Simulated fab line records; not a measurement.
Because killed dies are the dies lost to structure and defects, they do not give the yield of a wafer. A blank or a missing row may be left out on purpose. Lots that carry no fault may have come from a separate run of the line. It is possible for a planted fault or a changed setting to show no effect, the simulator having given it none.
Split-lot experiment || flow n5_finfet || 21 wafers read from 7 lots, route of 1938 steps

THE SPLIT
At N5_BEOL_M9_COAT_22 (resist thk 30 nm), the setting spin_rpm was moved away from the recipe's 1500 rpm on 5 of the 21 wafers read, by -9.7% to +10.2%. The other wafers ran this setting at the recipe's value.

FROM THE SPLIT TO THE READING: what the file shows between them, 4 steps
- N5_BEOL_M9_EBR_24
- N5_BEOL_M9_SOFTBAKE_23: time 60 s
- N5_BEOL_M9_EXPOSE_25: exposes mask V8
- N5_BEOL_M9_PEB_26: peb time 60 s

THE READING
CAR-EUV_of_BEOL_M9_COAT_22.thk_nm (the simulator's own value, which no gauge read), in nm, at N5_BEOL_M9_DEVELOP_27 (develop time 30 s). No usual value for it is given in the file. Here, 16 wafers ran the recipe; their average is 29.5 nm with a standard deviation of 0.097 nm.

{"wafer": "L075.3", "tool, chamber at the split": "litho_track-01, 0", "spin_rpm as run, rpm": 1500, "against the recipe": "recipe", "CAR-EUV_of_BEOL_M9_COAT_22.thk_nm, nm": 29.6, "against lot-mates on the recipe": "-"}
{"wafer": "L075.4", "tool, chamber at the split": "litho_track-01, 0", "spin_rpm as run, rpm": 1500, "against the recipe": "recipe", "CAR-EUV_of_BEOL_M9_COAT_22.thk_nm, nm": 29.4, "against lot-mates on the recipe": "-"}
{"wafer": "L075.5", "tool, chamber at the split": "litho_track-01, 0", "spin_rpm as run, rpm": 1500, "against the recipe": "recipe", "CAR-EUV_of_BEOL_M9_COAT_22.thk_nm, nm": 29.4, "against lot-mates on the recipe": "-"}
{"wafer": "L076.2", "tool, chamber at the split": "litho_track-01, 0", "spin_rpm as run, rpm": 1500, "against the recipe": "recipe", "CAR-EUV_of_BEOL_M9_COAT_22.thk_nm, nm": 29.4, "against lot-mates on the recipe": "-"}
{"wafer": "L076.3", "tool, chamber at the split": "litho_track-01, 0", "spin_rpm as run, rpm": 1500, "against the recipe": "recipe", "CAR-EUV_of_BEOL_M9_COAT_22.thk_nm, nm": 29.6, "against lot-mates on the recipe": "-"}
{"wafer": "L076.6", "tool, chamber at the split": "litho_track-01, 0", "spin_rpm as run, rpm": 1500, "against the recipe": "recipe", "CAR-EUV_of_BEOL_M9_COAT_22.thk_nm, nm": 29.6, "against lot-mates on the recipe": "-"}
{"wafer": "L085.2", "tool, chamber at the split": "litho_track-01, 0", "spin_rpm as run, rpm": 1653, "against the recipe": "+10.2%", "CAR-EUV_of_BEOL_M9_COAT_22.thk_nm, nm": 28.2, "against lot-mates on the recipe": -1.4}
{"wafer": "L085.3", "tool, chamber at the split": "litho_track-01, 0", "spin_rpm as run, rpm": 1653, "against the recipe": "+10.2%", "CAR-EUV_of_BEOL_M9_COAT_22.thk_nm, nm": 28.2, "against lot-mates on the recipe": -1.4}
{"wafer": "L085.5", "tool, chamber at the split": "litho_track-01, 0", "spin_rpm as run, rpm": 1500, "against the recipe": "recipe", "CAR-EUV_of_BEOL_M9_COAT_22.thk_nm, nm": 29.6, "against lot-mates on the recipe": "-"}
{"wafer": "L087.1", "tool, chamber at the split": "litho_track-02, 0", "spin_rpm as run, rpm": 1355, "against the recipe": "-9.7%", "CAR-EUV_of_BEOL_M9_COAT_22.thk_nm, nm": 31.2, "against lot-mates on the recipe": "+1.6"}
{"wafer": "L087.2", "tool, chamber at the split": "litho_track-02, 0", "spin_rpm as run, rpm": 1355, "against the recipe": "-9.7%", "CAR-EUV_of_BEOL_M9_COAT_22.thk_nm, nm": 31.2, "against lot-mates on the recipe": "+1.6"}
{"wafer": "L087.4", "tool, chamber at the split": "litho_track-02, 0", "spin_rpm as run, rpm": 1500, "against the recipe": "recipe", "CAR-EUV_of_BEOL_M9_COAT_22.thk_nm, nm": 29.6, "against lot-mates on the recipe": "-"}
{"wafer": "L086.3", "tool, chamber at the split": "litho_track-03, 0", "spin_rpm as run, rpm": 1500, "against the recipe": "recipe", "CAR-EUV_of_BEOL_M9_COAT_22.thk_nm, nm": 29.4, "against lot-mates on the recipe": "-"}
{"wafer": "L086.4", "tool, chamber at the split": "litho_track-03, 0", "spin_rpm as run, rpm": 1500, "against the recipe": "recipe", "CAR-EUV_of_BEOL_M9_COAT_22.thk_nm, nm": 29.6, "against lot-mates on the recipe": "-"}
{"wafer": "L086.6", "tool, chamber at the split": "litho_track-03, 0", "spin_rpm as run, rpm": 1450, "against the recipe": "-3.3%", "CAR-EUV_of_BEOL_M9_COAT_22.thk_nm, nm": 30.2, "against lot-mates on the recipe": "+0.7"}
{"wafer": "L090.2", "tool, chamber at the split": "litho_track-02, 0", "spin_rpm as run, rpm": 1500, "against the recipe": "recipe", "CAR-EUV_of_BEOL_M9_COAT_22.thk_nm, nm": 29.4, "against lot-mates on the recipe": "-"}
{"wafer": "L090.4", "tool, chamber at the split": "litho_track-02, 0", "spin_rpm as run, rpm": 1500, "against the recipe": "recipe", "CAR-EUV_of_BEOL_M9_COAT_22.thk_nm, nm": 29.4, "against lot-mates on the recipe": "-"}
{"wafer": "L090.5", "tool, chamber at the split": "litho_track-02, 0", "spin_rpm as run, rpm": 1500, "against the recipe": "recipe", "CAR-EUV_of_BEOL_M9_COAT_22.thk_nm, nm": 29.6, "against lot-mates on the recipe": "-"}
{"wafer": "L096.1", "tool, chamber at the split": "litho_track-01, 0", "spin_rpm as run, rpm": 1500, "against the recipe": "recipe", "CAR-EUV_of_BEOL_M9_COAT_22.thk_nm, nm": 29.6, "against lot-mates on the recipe": "-"}
{"wafer": "L096.2", "tool, chamber at the split": "litho_track-01, 0", "spin_rpm as run, rpm": 1500, "against the recipe": "recipe", "CAR-EUV_of_BEOL_M9_COAT_22.thk_nm, nm": 29.6, "against lot-mates on the recipe": "-"}
{"wafer": "L096.3", "tool, chamber at the split": "litho_track-01, 0", "spin_rpm as run, rpm": 1500, "against the recipe": "recipe", "CAR-EUV_of_BEOL_M9_COAT_22.thk_nm, nm": 29.6, "against lot-mates on the recipe": "-"}

THE FIT
A straight line over all 21 wafers: CAR-EUV_of_BEOL_M9_COAT_22.thk_nm changes by -0.152 nm for each +1% of spin_rpm; r = -0.98; the points scatter about the line by 0.13 nm.
The same after taking each lot's own level away (the mean of its wafers on the recipe; 21 wafers): -0.152 nm for each +1%; r = -0.99; scatter 0.1 nm.
Per that fit: largest spin_rpm move, reading shift of 1.6 nm.
Measured against the standard deviation above, the lots' own levels, which go from 29.47 to 29.60 nm, span 1.4 times it.
The two slopes are in agreement: the lot-to-lot level therefore moves the slope only a little.
Check: -1.57 nm against its lot-mates is what the line predicts for one of the wafers moved furthest among these (+10.2%) when that wafer is left out of the fit. It came out at -1.4 nm against them.

FURTHER SPLITS ON THESE WAFERS
Note: prior to the reading, these wafers also went through further splits. Each is held against what the fit with the lots' levels taken away leaves over:
{"other split on the same wafers": "N5_BEOL_M6_EXPOSE_25 dose_mj", "wafers away from the commonest value": 9, "r with CAR-EUV_of_BEOL_M9_COAT_22.thk_nm (lot level and that fit taken away)": "+0.10"}
{"other split on the same wafers": "N5_BEOL_M7_TRENCH_ETCH_37 bias_w", "wafers away from the commonest value": 6, "r with CAR-EUV_of_BEOL_M9_COAT_22.thk_nm (lot level and that fit taken away)": "+0.05"}
{"other split on the same wafers": "N5_BEOL_M7_ETCH_41 source_w", "wafers away from the commonest value": 5, "r with CAR-EUV_of_BEOL_M9_COAT_22.thk_nm (lot level and that fit taken away)": "+0.29"}

THE WHOLE CHAIN: every reading that the file lists as answering this split, in the file's order
{"step": "N5_BEOL_M9_COAT_22", "what it does": "resist thk 30 nm", "reading": "CAR-EUV_of_BEOL_M9_COAT_22.thk_nm (the simulator's own value, which no gauge read)", "change (the file's fit)": "-0.157 nm for each +1% of the setting", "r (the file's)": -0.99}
{"step": "N5_BEOL_M9_DEVELOP_27", "what it does": "develop time 30 s", "reading": "CAR-EUV_of_BEOL_M9_COAT_22.thk_nm (the simulator's own value, which no gauge read)", "change (the file's fit)": "-0.154 nm for each +1% of the setting", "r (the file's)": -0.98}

THE FILE'S OWN FIT
CAR-EUV_of_BEOL_M9_COAT_22.thk_nm changes by -0.154 nm for each +1% of spin_rpm, r = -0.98.
